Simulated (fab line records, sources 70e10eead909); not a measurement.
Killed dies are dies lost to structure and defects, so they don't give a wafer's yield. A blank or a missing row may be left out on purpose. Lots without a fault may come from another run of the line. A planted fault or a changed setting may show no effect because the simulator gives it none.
A struck lot beside a sound one | flow nand_harc | 14 steps out of a route of 1302
Sound: wafers L262.1, L262.2, L262.5. Struck: wafers L259.4, L259.5, L259.6. The cause comes at the end.
At each step with rows: each side's tool, then ch and its chambers, then its first start. Under that, the readings that differ: sound wafers | struck wafers | difference of the means | sigmas: that difference in standard deviations of wafers without a fault.
alike: readings whose means differ by less than 2 such deviations, and words and numbers that are the same on both sides. not compared: withheld readings, readings that some wafer has no value for, bounds like >300 that may hide the same value, and numbers for which the record gives no deviation and whose values overlap.
The two part at a step that has a row with sigmas, a row that says differs or no value, or rows on one side only. Numbers that don't overlap but have no deviation are shown without sigmas and don't part them. A reading that every wafer of one side lacks parts them only if that side has two wafers or more.

first, 8 steps without rows for these wafers: NHARC_P_BONDPAD_HMDS_02 (time 30 s); NHARC_P_BONDPAD_COAT_36 (time 65 s); NHARC_P_BONDPAD_COAT_03 (resist thk 600 nm); NHARC_P_BONDPAD_SOFTBAKE_04 (time 70 s); NHARC_P_BONDPAD_EBR_05; NHARC_P_BONDPAD_EXPOSE_06 (exposes mask P BPAD); NHARC_P_BONDPAD_PEB_07 (peb time 80 s); NHARC_P_BONDPAD_DEVELOP_08 (time 50 s).
NHARC_P_BONDPAD_CD_MEAS_09: target cd 500 nm.
  sound on cd_sem-02 ch 0, day 12 17:44; struck on cd_sem-02 ch 0, day 11 02:07
  alike: cd_nm
NHARC_P_BONDPAD_OVL_MEAS_38:
  sound on overlay-02, day 12 17:50; struck on overlay-01, day 11 02:12
  reading           | sound    | struck | difference | sigmas
  overlay_y_nm (nm) | -8 -8 -8 | 4 5 4  | +12        | +2
  alike: overlay_x_nm
then, 1 step without rows for these wafers: NHARC_P_BONDPAD_HARDBAKE_10 (time 65 s).
NHARC_P_BONDPAD_DESCUM_11: chemistry O2, time 3 s.
  sound on rie_diel-12 ch 1,3, day 12 17:57; struck on rie_diel-12 ch 0,1,2, day 11 02:20
  alike: chamber_pressure_mTorr, drypump_motor_current_A, oes_product_au, rf_vpp_V, showerhead_plenum_p_Torr, throttle_valve_pct
  not compared: rf_hours_counter_h
NHARC_P_BONDPAD_ETCH_37: etches the open film in N2/H2, target depth 60 nm, overetch 18 nm, time 65.91 s.
  sound on rie_diel-12 ch 1,3, day 12 18:03; struck on rie_diel-12 ch 0,3, day 11 02:24
  no value came back on the struck wafers for any of 7 readings (bias_w (W), chamber_pressure_mTorr (mTorr) and others); on the sound wafers bias_w (W) reads 149.7 149.9 149.1
  not compared: rf_hours_counter_h
NHARC_P_BONDPAD_ETCH_12: etches the open film in CHF3/O2, target depth 200 nm, time 100 s.
  sound on rie_diel-12 ch 1,2,3; struck on rie_diel-12 ch 0,1, day 11 02:30
  alike: bias_w, chamber_pressure_mTorr, drypump_motor_current_A, oes_product_au, rf_vpp_V, showerhead_plenum_p_Torr, throttle_valve_pct
  not compared: rf_hours_counter_h

WHERE THEY PART
First at NHARC_P_BONDPAD_OVL_MEAS_38; last, within this record, at NHARC_P_BONDPAD_ETCH_37. Later steps at which nothing parts them and some readings are alike: NHARC_P_BONDPAD_ETCH_12.

WHY: what the simulator had put in
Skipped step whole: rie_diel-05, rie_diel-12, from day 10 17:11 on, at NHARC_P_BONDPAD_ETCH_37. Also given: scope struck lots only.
